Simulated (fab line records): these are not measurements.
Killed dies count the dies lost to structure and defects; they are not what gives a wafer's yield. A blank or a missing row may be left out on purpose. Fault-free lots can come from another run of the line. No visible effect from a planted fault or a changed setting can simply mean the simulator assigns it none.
Chamber matching	flow n5-finfet	N5_BEOL_M3_VIA_ETCH_34 on rie-diel-01: 4 sister chambers
The step etches the open film in C4F6/O2, target depth 69.4 nm, time 65.9 s. 4 wafers are shown with their chamber, then 7 later ones without.

## WAFERS WITH THEIR CHAMBER
wafer	chamber	throttle-valve-pct (%)
L075.4	1	31.41
L079.5	2	30.42
L084.3	0	31.05
L084.4	3	30.81

## WAFERS WHOSE CHAMBER IS MISSING
wafer	throttle-valve-pct (%)
L084.6	31.04
L094.3	31.07
L094.5	31.06
L094.6	30.80
L096.3	30.83
L096.4	30.94
L096.5	30.80

## CHAMBER TAKEN BY EACH
wafer	from the rows above	in truth
L084.6	0	0
L094.3	0	0
L094.5	0	0
L094.6	3	3
L096.3	3	3
L096.4	can't be placed: 0 or 3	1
L096.5	3	3
6 of 7 placed correctly. Cannot be placed on the basis of these rows: 1; the candidates contain the true chamber in 0. Number placed wrongly: 0.
How it was worked out, from the rows above alone: a wafer's distance from a chamber is the root of the sum, over the readings, of the square of ((its reading less the chamber's mean) divided by the reading's scatter). If the next closest chamber is less than 2 further off than the closest, the wafer can't be placed; otherwise it belongs to the closest. A chamber's mean is the mean of its shown wafers. The scatter (one wafer shown for each chamber): square how far every hidden wafer sits from the nearest shown wafer, average those squares and take the square root.
